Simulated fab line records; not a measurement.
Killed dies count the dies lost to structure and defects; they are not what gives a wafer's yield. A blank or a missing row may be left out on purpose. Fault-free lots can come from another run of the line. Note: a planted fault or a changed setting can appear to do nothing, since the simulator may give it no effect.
fab line records + flow n5Finfet
[record]
- lots = 6
- wafers = 16
- lastDay = 18
route steps=1938 shown BEOL_M0_SAQP@656 BEOL_M4@1111 PASSIVATION@1936
lots that met no fault: taken from a fault-free run of the same line
startH: start of the lot's first displayed wafer, in hours after the record's first day + waitH: hours elapsed since this lot's preceding step + " unchanged from the row above + L1.1+2: a row that stands for several wafers + - no value present, or no start provided + * or withheld: withheld + < > ~ a bound
route shown NAME@n: names a module that has steps shown in the file, with the first one's number in the route + usual: the fault-free wafers' mean and standard deviation + same: alike in all rows + chamber/n: place in a boat + sites: readings site by site + _std_site: standard deviation across them + _edge_site: the outer-site mean with the inner-site mean subtracted + radiusMm: for every site, how far away it sits from the centre of the wafer + mask NAME#n: copy n + behind: the tool/chamber that last shaped the wafer + hold: what put the lot on hold/how long, in hours/how the hold closed + device: which transistor (n, p or np) failed to switch + end of line: the same wafers' tests at the end of the route + a step without rows: its recipe alone + killed: the dies lost at the first sort to structure and to defects; this is not the yield of the wafer + map: a wafer's dies, marking killed ones x, the rest . and places with no die _
set.NAME: the setting the step ran with; set.NAME@STEP: the setting that earlier step ran with + model.NAME: the simulator's own value behind a step, which no gauge read
lots at selected steps of the route; one table per step, one row per wafer
services: when a tool's chamber went out of use (startH, in hours from the record's first day, below 0 if earlier), for how many hours, and the reason
[[steps]]
[step N5_BEOL_M0_SAQP_HM_OPEN_112]
[recipe]
- chemistry = CHF3/O2
- target = SiO2
- stopOn = a-Si
- targetDepthA = 120
- overEtchFrac = 1.25
- maskMaterial = SOC
- timeS = 13.5
- pressureMtorr = 30
- sourceW = 650
- biasW = 170
- Ar_flow_sccm = 200
- CHF3_flow_sccm = 50
- O2_flow_sccm = 5
- ionEnergyEv = 200
- ends = endPoint
[step N5_BEOL_M0_SAQP_STRIP_113]
[recipe]
- chemistry = CHF3/O2
- resist = SiARC
- rfFrequencyHz = 6e+07
[step N5_BEOL_M0_SAQP_MANDREL_ETCH_20]
[recipe]
- targetDepthA = 600
- chemistry = HBr/Cl2
- target = a-Si
- stopOn = SiNx
- btTimeS = 10
- maskMaterial = SOC
- overEtchFrac = 0.5
- timeS = 30
- pressureMtorr = 10
- icpW = 800
- biasW = 75
- HBr_flow_sccm = 150
- Cl2_flow_sccm = 80
- ends = endPoint
[usual]
- drypumpMotorCurrentA = 5.7/0.41
- mfcCl2Sccm = 80.01/0.25
- oesProductAu = 0.769/0.017
- throttleValvePct = 35.33/0.28
| lot.wafer | tool     | chamber | startH | waitH | drypumpMotorCurrentA | mfcCl2Sccm | oesProductAu | rfHoursCounterH | throttleValvePct |
|-----------|----------|---------|--------|-------|----------------------|------------|--------------|-----------------|------------------|
| L519.1    | rieSi-06 | 2       | 129.37 | 0.0   | 4.9                  | 79.88      | 0.780        | 48              | 35.31            |
| L519.3    | "        | 0       | "      | "     | 5.5                  | 80.21      | 0.774        | 2               | 35.58            |
| L519.6    | "        | 1       | "      | "     | 6.0                  | 80.21      | 0.759        | -               | 35.60            |
| L520.3    | rieSi-06 | 3       | 137.90 | 0.0   | 5.0                  | 80.17      | 0.767        | 181             | 35.69            |
| L520.4    | "        | 2       | "      | "     | 4.9                  | 80.10      | 0.795        | 48              | 35.26            |
| L520.5    | "        | 1       | "      | "     | 6.0                  | 80.12      | 0.754        | -               | 35.61            |
| L521.4    | rieSi-04 | 1       | 146.37 | 0.0   | 6.0                  | 80.01      | 0.789        | 4               | 35.25            |
| L521.5    | "        | 1       | "      | "     | 6.0                  | 80.37      | 0.776        | -               | 35.27            |
| L524.3    | rieSi-01 | 1       | 164.99 | 0.0   | 5.4                  | 79.92      | 0.774        | 114             | 35.30            |
| L524.4    | "        | 2       | "      | "     | 5.7                  | 79.74      | 0.772        | 56              | 35.03            |
| L536.1    | rieSi-06 | 1       | 234.72 | 0.0   | 6.0                  | 80.55      | 0.744        | 155             | 35.64            |
| L536.4    | "        | 3       | "      | "     | 5.1                  | 79.69      | 0.762        | 183             | 35.71            |
| L536.6    | "        | 0       | "      | "     | 5.6                  | 79.57      | 0.771        | -               | 35.58            |
| L537.2    | rieSi-04 | 1       | 244.96 | 0.0   | 6.0                  | 80.21      | 0.783        | 5               | 35.26            |
| L537.4    | "        | 2       | "      | "     | 5.4                  | 79.83      | 0.766        | 168             | 34.87            |
| L537.6    | "        | 3       | "      | "     | 6.4                  | 80.03      | 0.792        | -               | 34.76            |
[step N5_BEOL_M0_SAQP_STRIP_86]
[recipe]
- chemistry = N2/H2
- powerW = 500
- tempC = 40
- pressureMtorr = 50
- rfFrequencyHz = 6e+07
- overashFraction = 0.3
- biasPowerW = 28
- h2Frac = 0.5
- n2FlowSccm = 300
- h2FlowSccm = 300
[usual]
- drypumpMotorCurrentA = 5.7/0.4
- oesProductAu = 0.79/0.056
- rfVppV = 121.9/1.5
- showerheadPlenumPTorr = 3.36/0.12
- throttleValvePct = 18.8/0.45
| lot.wafer | tool       | chamber | startH | waitH | drypumpMotorCurrentA | oesProductAu | rfHoursCounterH | rfVppV | showerheadPlenumPTorr | throttleValvePct |
|-----------|------------|---------|--------|-------|----------------------|--------------|-----------------|--------|-----------------------|------------------|
| L519.1    | rieDiel-05 | 2       | 129.47 | 0.1   | 4.8                  | 0.88         | 32              | 120.9  | 3.42                  | 18.3             |
| L519.3    | "          | 3       | "      | "     | 6.1                  | 0.78         | 131             | 122.9  | 3.38                  | 19.4             |
| L519.6    | "          | 3       | "      | "     | 6.1                  | 0.79         | -               | 120.4  | 3.38                  | 19.4             |
| L520.3    | rieDiel-03 | 2       | 138.01 | 0.1   | 6.2                  | 0.76         | 153             | 119.5  | 3.23                  | 18.4             |
| L520.4    | "          | 3       | "      | "     | 5.1                  | 0.84         | 76              | 123.1  | 3.53                  | 19.1             |
| L520.5    | "          | 0       | "      | "     | 5.5                  | 0.76         | -               | 122.4  | 3.37                  | 18.7             |
| L521.4    | rieDiel-03 | 1       | 146.47 | 0.1   | 5.4                  | 0.91         | 27              | 122.9  | 3.27                  | 18.2             |
| L521.5    | "          | 2       | "      | "     | 6.1                  | 0.76         | -               | 120.4  | 3.23                  | 18.4             |
| L524.3    | rieDiel-05 | 2       | 165.09 | 0.1   | 4.9                  | 0.87         | 44              | 124.3  | 3.42                  | 18.3             |
| L524.4    | "          | 2       | "      | "     | 4.9                  | 0.86         | -               | 121.1  | 3.42                  | 18.3             |
| L536.1    | rieDiel-06 | 0       | 234.82 | 0.1   | 5.9                  | 0.73         | 179             | 124.8  | 3.49                  | 18.5             |
| L536.4    | "          | 2       | "      | "     | 6.1                  | 0.76         | 125             | 124.1  | 3.38                  | 19.6             |
| L536.6    | "          | 0       | "      | "     | 5.9                  | 0.73         | -               | 123.3  | 3.49                  | 18.5             |
| L537.2    | rieDiel-03 | 1       | 245.06 | 0.1   | 5.4                  | 0.85         | 60              | 119.5  | 3.25                  | 18.3             |
| L537.4    | "          | 0       | "      | "     | 5.5                  | 0.74         | 185             | 119.4  | 3.35                  | 18.7             |
| L537.6    | "          | 1       | "      | "     | 5.4                  | 0.86         | -               | 122.2  | 3.25                  | 18.2             |
[step N5_BEOL_M0_SAQP_STRIP_115]
[recipe]
- chemistry = postEtchResidueRemover
- timeS = 60
- tempC = 25
- removerPh = withheld
- removerWaterWtPct = withheld
- removerFluorideWtPct = withheld
[step N5_BEOL_M0_SAQP_SRD_93]
[recipe]
- dry = ipaMarangoni
- timeS = 30
- tempC = 23
- rinseLiquid = diw
[step N5_BEOL_M0_SAQP_RECESS_114]
[recipe]
- chemistry = HF/NH3
- target = SiO2
- targetDepthA = 144
- afsCycles = 3
- tempC = 30
- sublimationTempC = 180
- sublimationTimeS = 60
[step N5_BEOL_M0_SAQP_SPACER1_ALD_98]
[recipe]
- material = SiO2
- targetThkA = 128
- tempC = 300
- aldPrecursorFamily = BDEAS
- aldCoReactant = O2-plasma
- pulseTimeS = 1
- purgeTimeS = 2
- coReactantPurgeTimeS = 2
- aldCycles = 138
- pressureTorr = 2
[usual]
- chamberPressureTorr = 2.000/0.0044
- heaterPowerW = 480/38
- precursorPulseHeightRel = 1.002/0.021
| lot.wafer | tool      | chamber | startH | waitH | chamberPressureTorr | heaterPowerW | precursorPulseHeightRel |
|-----------|-----------|---------|--------|-------|---------------------|--------------|-------------------------|
| L519.1    | aldSin-01 | 2       | 130.34 | 0.6   | 1.994               | 448          | 0.975                   |
| L519.3    | "         | 3       | "      | "     | 2.001               | 432          | 1.008                   |
| L519.6    | "         | 2       | "      | "     | 1.999               | 459          | 1.011                   |
| L520.3    | aldSin-02 | 1       | 138.53 | 0.1   | 2.002               | 461          | 1.001                   |
| L520.4    | "         | 2       | "      | "     | 1.995               | 532          | 0.979                   |
| L520.5    | "         | 1       | "      | "     | 2.004               | 465          | 0.996                   |
| L521.4    | aldSin-03 | 2       | 147.88 | 1.0   | 2.003               | 459          | 1.000                   |
| L521.5    | "         | 3       | "      | "     | 1.994               | 438          | 0.997                   |
| L524.3    | aldSin-02 | 1       | 165.61 | 0.1   | 1.999               | 460          | 0.963                   |
| L524.4    | "         | 2       | "      | "     | 1.998               | 508          | 1.034                   |
| L536.1    | aldSin-03 | 0       | 235.33 | 0.3   | 1.997               | 436          | 1.023                   |
| L536.4    | "         | 1       | "      | "     | 2.011               | 455          | 0.979                   |
| L536.6    | "         | 2       | "      | "     | 2.000               | 459          | 1.027                   |
| L537.2    | aldSin-02 | 3       | 245.77 | 0.5   | 1.999               | 462          | 0.995                   |
| L537.4    | "         | 2       | "      | "     | 2.005               | 511          | 1.030                   |
| L537.6    | "         | 3       | "      | "     | 1.999               | 456          | 1.004                   |
[step N5_BEOL_M0_SAQP_SPACER1_ETCHBACK_99]
[recipe]
- chemistry = CHF3/O2
- mode = anisotropicEtchback
- target = SiO2
- targetDepthA = 154
- timeS = 7.7
- pressureMtorr = 30
- sourceW = 650
- biasW = 170
- Ar_flow_sccm = 200
- CHF3_flow_sccm = 50
- O2_flow_sccm = 5
- ionEnergyEv = 200
[step N5_BEOL_M0_SAQP_MANDREL1_REMOVE_100]
[recipe]
- chemistry = HBr/Cl2/O2
- btTimeS = 10
- target = a-Si
- stopOn = SiNx
- endpoint = OES-SiCl
- overEtchFrac = 0.85
- icpW = 600
- biasW = 30
- HBr_flow_sccm = 150
- Cl2_flow_sccm = 80
- O2_flow_sccm = 5
- pressureMtorr = 10
[step N5_BEOL_M0_SAQP_CD_MEAS_25]
[recipe]
- targetCdNm = 13.1
- landingEnergyEv = 1000
- detector = seInlens
[usual]
- cdNm = 12.79/0.22
| lot.wafer | tool     | chamber | startH | waitH | cdNm  |
|-----------|----------|---------|--------|-------|-------|
| L519.1    | cdSem-03 | 0       | 131.01 | 0.1   | 12.75 |
| L519.3    | "        | 0       | "      | "     | 12.79 |
| L519.6    | "        | 0       | "      | "     | 12.66 |
| L520.3    | cdSem-03 | 0       | 139.24 | 0.1   | 12.90 |
| L520.4    | "        | 0       | "      | "     | 12.86 |
| L520.5    | "        | 0       | "      | "     | 12.95 |
| L521.4    | cdSem-02 | 0       | 148.56 | 0.1   | 12.61 |
| L521.5    | "        | 0       | "      | "     | 12.89 |
| L524.3    | cdSem-02 | 0       | 166.28 | 0.1   | 13.28 |
| L524.4    | "        | 0       | "      | "     | 12.74 |
| L536.1    | cdSem-01 | 0       | 236.13 | 0.1   | 12.83 |
| L536.4    | "        | 0       | "      | "     | 12.37 |
| L536.6    | "        | 0       | "      | "     | 13.04 |
| L537.2    | cdSem-01 | 0       | 246.45 | 0.1   | 13.09 |
| L537.4    | "        | 0       | "      | "     | 12.85 |
| L537.6    | "        | 0       | "      | "     | 13.13 |
[step N5_BEOL_M0_SAQP_ETCH_101]
[recipe]
- chemistry = CH3F/O2
- target = SiNx
- maskMaterial = SiO2
- targetDepthA = 299
- timeS = 42.7
- pressureMtorr = 30
- sourceW = 395
- biasW = 73
- Ar_flow_sccm = 150
- CH3F_flow_sccm = 30
- O2_flow_sccm = 20
- ionEnergyEv = 120
[usual]
- O2_flow_sccm = 20.00/0.058
- drypumpMotorCurrentA = 5.7/0.44
- oesProductAu = 0.79/0.058
- rfVppV = 297/6.2
- showerheadPlenumPTorr = 2.00/0.069
- throttleValvePct = 16.29/0.15
[same]
- timeS = 42.7
| lot.wafer | tool       | chamber | startH | waitH | O2_flow_sccm | drypumpMotorCurrentA | oesProductAu | rfHoursCounterH | rfVppV | showerheadPlenumPTorr | throttleValvePct |
|-----------|------------|---------|--------|-------|--------------|----------------------|--------------|-----------------|--------|-----------------------|------------------|
| L519.1    | rieDiel-05 | 0       | 131.05 | 0.0   | 20.03        | 5.6                  | 0.72         | 190             | 290    | 1.98                  | 16.46            |
| L519.3    | "          | 1       | "      | "     | 19.88        | 6.5                  | 0.67         | 248             | 303    | 1.97                  | 16.55            |
| L519.6    | "          | 0       | "      | "     | 19.94        | 5.6                  | 0.71         | -               | 289    | 1.98                  | 16.46            |
| L520.3    | rieDiel-05 | 3       | 139.32 | 0.1   | 19.98        | 6.1                  | 0.79         | -               | 303    | 2.01                  | 16.25            |
| L520.4    | "          | 2       | "      | "     | 19.98        | 4.8                  | 0.89         | -               | 294    | 2.05                  | 16.22            |
| L520.5    | "          | 3       | "      | "     | 20.02        | 6.1                  | 0.79         | -               | 303    | 2.00                  | 16.26            |
| L521.4    | rieDiel-05 | 3       | 148.59 | 0.0   | 19.96        | 6.1                  | 0.78         | 136             | 301    | 2.00                  | 16.27            |
| L521.5    | "          | 3       | "      | "     | 19.89        | 6.1                  | 0.78         | -               | 303    | 2.00                  | 16.26            |
| L524.3    | rieDiel-06 | 1       | 166.32 | 0.0   | 19.97        | 5.5                  | 0.81         | 116             | 299    | 1.84                  | 16.37            |
| L524.4    | "          | 3       | "      | "     | 19.92        | 5.7                  | 0.74         | 154             | 303    | 2.09                  | 16.37            |
| L536.1    | rieDiel-03 | 1       | 236.18 | 0.0   | 20.03        | 5.4                  | 0.86         | 57              | 285    | 1.95                  | 16.16            |
| L536.4    | "          | 2       | "      | "     | 19.96        | 6.1                  | 0.73         | 182             | 300    | 1.91                  | 16.14            |
| L536.6    | "          | 2       | "      | "     | 19.95        | 6.1                  | 0.73         | -               | 299    | 1.91                  | 16.12            |
| L537.2    | rieDiel-05 | 2       | 246.48 | 0.0   | 20.01        | 4.8                  | 0.85         | 70              | 294    | 2.04                  | 16.30            |
| L537.4    | "          | 1       | "      | "     | 20.01        | 6.5                  | 0.88         | 25              | 303    | 1.96                  | 16.16            |
| L537.6    | "          | 0       | "      | "     | 20.03        | 5.6                  | 0.69         | -               | 291    | 1.97                  | 16.52            |
[step N5_BEOL_M0_SAQP_ETCH_102]
[recipe]
- chemistry = CF4
- target = SiO2
- targetDepthA = 40
- ionEnergyEv = 350
- timeS = 4.4
- pressureMtorr = 10
- icpW = 800
- biasW = 400
- cf4FlowSccm = 80
[usual]
- drypumpMotorCurrentA = 5.7/0.41
- oesProductAu = 0.988/0.025
- throttleValvePct = 21.63/0.19
[same]
- timeS = 4.4
| lot.wafer | tool     | chamber | startH | waitH | drypumpMotorCurrentA | oesProductAu | rfHoursCounterH | throttleValvePct | model.etch.depthNm |
|-----------|----------|---------|--------|-------|----------------------|--------------|-----------------|------------------|--------------------|
| L519.1    | rieSi-01 | 3       | 131.16 | 0.1   | 6.1                  | 0.947        | 122             | 21.53            | 3.847              |
| L519.3    | "        | 2       | "      | "     | 5.7                  | 1.014        | 56              | 21.42            | 4.136              |
| L519.6    | "        | 2       | "      | "     | 5.7                  | 1.006        | -               | 21.42            | 4.139              |
| L520.3    | rieSi-01 | 3       | 139.43 | 0.1   | 6.1                  | 0.953        | 122             | 21.52            | 3.868              |
| L520.4    | "        | 2       | "      | "     | 5.7                  | 1.018        | 56              | 21.40            | 4.141              |
| L520.5    | "        | 2       | "      | "     | 5.7                  | 1.010        | -               | 21.41            | 4.113              |
| L521.4    | rieSi-01 | 1       | 148.70 | 0.1   | 5.4                  | 0.993        | 114             | 21.57            | 4.005              |
| L521.5    | "        | 1       | "      | "     | 5.4                  | 1.391        | -               | 21.69            | 6.563              |
| L524.3    | rieSi-01 | 3       | 166.42 | 0.1   | 6.1                  | 1.325        | 122             | 21.64            | 6.36               |
| L524.4    | "        | 2       | "      | "     | 5.7                  | 1.010        | 57              | 21.41            | 4.142              |
| L536.1    | rieSi-04 | 3       | 236.28 | 0.1   | 6.5                  | 1.015        | 178             | 21.54            | 3.927              |
| L536.4    | "        | 1       | "      | "     | 6.0                  | 1.023        | 5               | 21.63            | 4.056              |
| L536.6    | "        | 0       | "      | "     | 6.0                  | 1.009        | -               | 22.00            | 3.885              |
| L537.2    | rieSi-01 | 1       | 246.59 | 0.1   | 5.4                  | 0.992        | 116             | 21.56            | 4.006              |
| L537.4    | "        | 0       | "      | "     | 5.8                  | 0.966        | 35              | 21.42            | 3.931              |
| L537.6    | "        | 1       | "      | "     | 5.4                  | 0.991        | -               | 21.57            | 3.991              |
[step N5_BEOL_M0_SAQP_MANDREL_ETCH_103]
[recipe]
- chemistry = HBr/Cl2
- target = a-Si
- targetDepthA = 450
- btTimeS = 10
- stopOn = SiCN
- maskMaterial = SiO2
- overEtchFrac = 0.8
- timeS = 27
- pressureMtorr = 10
- icpW = 800
- biasW = 75
- HBr_flow_sccm = 150
- Cl2_flow_sccm = 80
- ends = endPoint
[usual]
- drypumpMotorCurrentA = 5.7/0.41
- mfcCl2Sccm = 79.99/0.24
- oesProductAu = 0.679/0.015
- throttleValvePct = 35.27/0.27
| lot.wafer | tool     | chamber | startH | waitH | drypumpMotorCurrentA | mfcCl2Sccm | oesProductAu | rfHoursCounterH | throttleValvePct |
|-----------|----------|---------|--------|-------|----------------------|------------|--------------|-----------------|------------------|
| L519.1    | rieSi-01 | 3       | 131.19 | 0.0   | 6.1                  | 80.16      | 0.657        | 122             | 35.08            |
| L519.3    | "        | 2       | "      | "     | 5.7                  | 79.51      | 0.679        | 56              | 35.01            |
| L519.6    | "        | 2       | "      | "     | 5.7                  | 80.15      | 0.680        | -               | 35.01            |
| L520.3    | rieSi-01 | 3       | 139.46 | 0.0   | 6.1                  | 80.30      | 0.661        | 122             | 35.09            |
| L520.4    | "        | 2       | "      | "     | 5.7                  | 79.80      | 0.675        | 56              | 35.01            |
| L520.5    | "        | 2       | "      | "     | 5.7                  | 80.12      | 0.692        | -               | 35.00            |
| L521.4    | rieSi-01 | 1       | 148.73 | 0.0   | 5.4                  | 79.79      | 0.690        | 114             | 35.29            |
| L521.5    | "        | 1       | "      | "     | 5.4                  | 80.31      | 0.683        | -               | 35.30            |
| L524.3    | rieSi-01 | 3       | 166.46 | 0.0   | 6.1                  | 79.82      | 0.656        | 122             | 35.09            |
| L524.4    | "        | 2       | "      | "     | 5.7                  | 80.03      | 0.685        | 57              | 35.00            |
| L536.1    | rieSi-04 | 3       | 236.31 | 0.0   | 6.4                  | 79.83      | 0.707        | 178             | 34.74            |
| L536.4    | "        | 1       | "      | "     | 6.0                  | 80.17      | 0.701        | 5               | 35.23            |
| L536.6    | "        | 0       | "      | "     | 6.0                  | 80.18      | 0.711        | -               | 35.60            |
| L537.2    | rieSi-01 | 1       | 246.62 | 0.0   | 5.4                  | 79.66      | 0.672        | 116             | 35.30            |
| L537.4    | "        | 0       | "      | "     | 5.8                  | 79.80      | 0.662        | 35              | 35.34            |
| L537.6    | "        | 1       | "      | "     | 5.4                  | 80.04      | 0.674        | -               | 35.29            |
[step N5_BEOL_M4_RC_MEAS_101]
[usual]
- DIBL_N = 36.7/1.8
- DIBL_P = 37.0/2.4
- IOFF_N = 0.17/0.036
- IOFF_P = 0.22/0.042
- ION_N = 673/12
- ION_P = 462/8.5
- SS_N = 71.7/0.62
- SS_P = 73.4/0.65
- VT_N = 250/3.7
- VT_P = -250/3.7
| lot.wafer | tool      | chamber | startH | waitH | DIBL_N[mV/V] | DIBL_P[mV/V] | IOFF_N[nA/um] | IOFF_P[nA/um] | ION_N[uA/um] | ION_P[uA/um] | SS_N[mV/dec] | SS_P[mV/dec] | VT_N[mV] | VT_P[mV] |
|-----------|-----------|---------|--------|-------|--------------|--------------|---------------|---------------|--------------|--------------|--------------|--------------|----------|----------|
| L520.3    | prober-01 | 0       | 204.87 | 0.3   | 35.7         | 35.7         | 0.14          | 0.19          | 654          | 454          | 71.3         | 73.6         | 253      | -254     |
| L520.4    | "         | 0       | "      | "     | 37.8         | 38.5         | 0.18          | 0.23          | 671          | 456          | 71.4         | 74.5         | 249      | -249     |
| L520.5    | "         | 0       | "      | "     | 35.2         | 35.1         | 0.13          | 0.17          | 659          | 448          | 70.6         | 72.5         | 255      | -255     |
| L519.1    | prober-02 | 0       | 214.80 | 0.0   | 35.1         | 36.3         | 0.14          | 0.18          | 658          | 455          | 71.5         | 73.6         | 254      | -253     |
| L519.3    | "         | 0       | "      | "     | 37.1         | 38.1         | 0.17          | 0.21          | 662          | 446          | 72.2         | 73.4         | 251      | -252     |
| L519.6    | "         | 0       | "      | "     | 36.7         | 38.1         | 0.17          | 0.20          | 670          | 457          | 71.6         | 73.6         | 248      | -250     |
| L521.4    | prober-01 | 0       | 233.69 | 0.5   | 38.1         | 37.4         | 0.18          | 0.21          | 667          | 456          | 72.5         | 73.4         | 249      | -250     |
| L521.5    | "         | 0       | "      | "     | 36.5         | 36.2         | 0.16          | 0.20          | 670          | 456          | 70.9         | 73.3         | 251      | -251     |
| L524.3    | prober-01 | 0       | 238.02 | 0.3   | 34.6         | 34.8         | 0.15          | 0.23          | 677          | 479          | 71.1         | 72.4         | 247      | -241     |
| L524.4    | "         | 0       | "      | "     | 36.7         | 37.2         | 0.18          | 0.27          | 677          | 472          | 71.8         | 73.1         | 248      | -245     |
| L536.1    | prober-02 | 0       | 302.34 | 0.0   | 36.5         | 35.1         | 0.15          | 0.22          | 676          | 466          | 71.7         | 73.6         | 252      | -247     |
| L536.4    | "         | 0       | "      | "     | 35.2         | 32.7         | 0.12          | 0.19          | 675          | 467          | 71.4         | 72.6         | 252      | -249     |
| L536.6    | "         | 0       | "      | "     | 39.4         | 37.9         | 0.21          | 0.29          | 675          | 466          | 72.2         | 73.9         | 247      | -241     |
| L537.2    | prober-02 | 0       | 330.89 | 0.2   | 34.9         | 35.7         | 0.13          | 0.21          | 667          | 469          | 71.4         | 72.5         | 251      | -250     |
| L537.4    | "         | 0       | "      | "     | 36.9         | 37.2         | 0.17          | 0.22          | 665          | 455          | 72.2         | 73.6         | 252      | -251     |
| L537.6    | "         | 0       | "      | "     | 37.0         | 38.2         | 0.18          | 0.25          | 678          | 473          | 72.4         | 72.9         | 250      | -250     |
[step N5_PASSIVATION_PROBE_49]
[usual]
- defectLimitedYield = 91.1/1.4
- killed_at_M0_to_M3 = 32/9.3
- killed_at_M4_up = 13/5.8
- killedAtContacts = 12/6.3
- killedAtFrontEnd = 44/12
- killedAtOther = 3.6/2.7
- killedDies = 104/17
- killedOnRim = 14/3.9
- killedOpen = 69/13
- killedShort = 34/6.9
- sort_bin_5_function = 5.2/0.98
- sort_bin_6_memory = 3.3/0.59
- sortNPass = 1075/17
- sortYieldPct = 91.1/1.4
[same]
- grossDies = 1180
- killedAtBackSide = 0
- sort_bin_4_leakage[%] = 0
- sort_bin_8_speed[%] = 0
| lot.wafer | tool      | chamber | startH | waitH | defectLimitedYield[%] | killed_at_M0_to_M3 | killed_at_M4_up | killedAtContacts | killedAtFrontEnd | killedAtOther | killedDies | killedOnRim | killedOpen | killedShort | sort_bin_5_function[%] | sort_bin_6_memory[%] | sortNPass | sortYieldPct[%] |
|-----------|-----------|---------|--------|-------|-----------------------|--------------------|-----------------|------------------|------------------|---------------|------------|-------------|------------|-------------|------------------------|----------------------|-----------|-----------------|
| L520.5    | prober-01 | -       | 308.16 | 0.2   | 89.9                  | 25                 | 6               | 11               | 73               | 4             | 119        | 17          | 82         | 31          | 6.1                    | 3.3                  | 1061      | 89.9            |
| L519.1    | prober-01 | -       | 332.36 | 0.0   | 89.7                  | 39                 | 21              | 5                | 52               | 4             | 121        | 15          | 81         | 33          | 5.8                    | 3.6                  | 1059      | 89.7            |
| L519.3    | prober-01 | -       | 332.46 | 0.1   | 93.1                  | 23                 | 13              | 9                | 36               | 1             | 82         | 13          | 44         | 36          | 3.7                    | 2.9                  | 1098      | 93.1            |
| L519.6    | prober-01 | -       | 332.61 | 0.3   | 91.1                  | 35                 | 15              | 7                | 46               | 2             | 105        | 16          | 77         | 27          | 5.1                    | 3.5                  | 1075      | 91.1            |
| L537.2    | prober-02 | -       | 429.67 | 0.1   | 89.5                  | 48                 | 19              | 10               | 39               | 8             | 124        | 17          | 74         | 48          | 6.9                    | 3.2                  | 1056      | 89.5            |
| L537.4    | prober-02 | -       | 429.77 | 0.2   | 90.5                  | 22                 | 13              | 17               | 53               | 7             | 112        | 9           | 73         | 36          | 5.8                    | 3.3                  | 1068      | 90.5            |
| L537.6    | prober-02 | -       | 429.87 | 0.3   | 91.4                  | 26                 | 11              | 9                | 53               | 3             | 102        | 8           | 63         | 30          | 3.9                    | 3.8                  | 1078      | 91.4            |
// killed by level:class
L520.5 STI_FIN_REVEAL:geometricParticle:open=27 FIN_SAQP:geometricParticle:open=12 MOL_CONTACT_COAG:geometricParticle:open=10 FIN_SAQP:geometricParticle:short=7 BEOL_M0_SAQP:geometricParticle:open=7 BEOL_M0_SAQP:geometricParticle:short=6 BEOL_M2:geometricParticle:open=6 HKMG_FIN:areaEtch=6
L519.1 FIN_SAQP:geometricParticle:open=10 BEOL_M0_SAQP:geometricParticle:open=10 STI_FIN_REVEAL:geometricParticle:open=9 DUMMY_GATE:geometricParticle:open=9 BEOL_M1:geometricParticle:open=9 BEOL_M4:geometricParticle:open=8 FIN_SAQP:geometricParticle:short=7 BEOL_M2:geometricParticle:open=7
L519.3 FIN_SAQP:geometricParticle:open=10 FIN_SAQP:geometricParticle:short=8 BEOL_M0_SAQP:geometricParticle:short=7 GATE_CUT:geometricParticle:short=7 MOL_CONTACT_COAG:geometricParticle:open=6 BEOL_M0_SAQP:geometricParticle:open=5 STI_FIN_REVEAL:geometricParticle:open=4 BEOL_M1:geometricParticle:open=4
L519.6 FIN_SAQP:geometricParticle:open=12 STI_FIN_REVEAL:geometricParticle:open=11 BEOL_M1:geometricParticle:open=11 BEOL_M4:geometricParticle:open=8 DUMMY_GATE:geometricParticle:open=6 BEOL_M0_SAQP:geometricParticle:short=6 FIN_SAQP:geometricParticle:short=5 MOL_CONTACT_COAG:geometricParticle:open=5
L537.2 BEOL_M0_SAQP:geometricParticle:open=11 BEOL_M0_SAQP:geometricParticle:short=10 MOL_CONTACT_COAG:geometricParticle:open=9 BEOL_M2:geometricParticle:short=8 FIN_SAQP:geometricParticle:short=6 DUMMY_GATE:geometricParticle:open=6 STI_FIN_REVEAL:geometricParticle:open=6 BEOL_M1:geometricParticle:open=6
L537.4 MOL_CONTACT_COAG:geometricParticle:open=15 FIN_SAQP:geometricParticle:short=11 FIN_SAQP:geometricParticle:open=8 GATE_CUT:geometricParticle:short=6 BEOL_M0_SAQP:geometricParticle:open=6 STI_FIN_REVEAL:geometricParticle:open=5 DUMMY_GATE:geometricParticle:open=5 BEOL_M0_SAQP:geometricParticle:short=5
L537.6 FIN_SAQP:geometricParticle:open=16 FIN_SAQP:geometricParticle:short=10 STI_FIN_REVEAL:geometricParticle:open=7 BEOL_M0_SAQP:geometricParticle:open=7 HKMG_FIN:areaEtch=7 MOL_CONTACT_COAG:geometricParticle:open=6 BEOL_M2:geometricParticle:open=6 BEOL_M3:geometricParticle:open=4
[[services]]
| tool       | chamber | startH | hours | kind                        |
|------------|---------|--------|-------|-----------------------------|
| rieSi-01   | 1       | 107.74 | 7.3   | repair                      |
| rieSi-04   | 2       | 121.91 | 6.5   | repair                      |
| aldSin-02  | -       | 122.03 | 1.1   | repair                      |
| rieDiel-05 | 1       | 134.88 | 12.3  | repair                      |
| rieSi-01   | 2       | 139.71 | 5.5   | repair                      |
| rieDiel-06 | 1       | 142.70 | 5.8   | repair                      |
| aldSin-02  | -       | 148.80 | 0.9   | repair                      |
| rieDiel-05 | 1       | 150.32 | -     | clean                       |
| rieDiel-05 | 1       | 150.32 | -     | consumableReplace:focusRing |
| rieDiel-05 | 1       | 150.32 | 18.0  | scheduledDown               |
| rieDiel-05 | 1       | 150.32 | 18.0  | ventCycle                   |
| rieDiel-06 | 2       | 160.23 | 3.0   | repair                      |
| rieSi-01   | -       | 160.32 | 2.8   | pm                          |
| aldSin-03  | -       | 178.07 | 14.0  | pm                          |
| aldSin-03  | 0       | 178.07 | 14.0  | ventCycle                   |
| aldSin-03  | 1       | 178.07 | 14.0  | ventCycle                   |
| rieDiel-06 | -       | 190.75 | 2.8   | pm                          |
| rieDiel-05 | 0       | 192.21 | 5.8   | repair                      |
| rieDiel-05 | -       | 195.70 | 0.7   | repair                      |
| rieSi-01   | -       | 196.42 | 0.2   | repair                      |
| aldSin-01  | 3       | 199.16 | 1.6   | repair                      |
| rieDiel-03 | 2       | 225.59 | 2.0   | repair                      |
| aldSin-02  | -       | 235.26 | 2.0   | repair                      |
| rieDiel-05 | 0       | 241.22 | 3.8   | repair                      |
[[key]]
[firstSign]
- step = N5_BEOL_M0_SAQP_ETCH_102
- reading = oesProductAu
- direction = up
- sigmas = 15
- usual = 0.988
- struck = 1.358
effect none on later readings
[modelEffect]
- step = N5_BEOL_M0_SAQP_ETCH_102
- value = etch.depthNm
- without = 3.909
- struck = 6.461
metAt N5_BEOL_M0_SAQP_ETCH_102
struckWafers L521.5,L524.3
onsetBetween 139.43 148.70
[fault]
- kind = processParameterDrift
- tool = rieSi-01
- chamber = -
- onsetH = 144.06
- steps = N5_BEOL_M0_SAQP_ETCH_102
- channel = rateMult
- offset = 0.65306
- shape = step
- endH = 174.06
- scope = struckWafersOnly
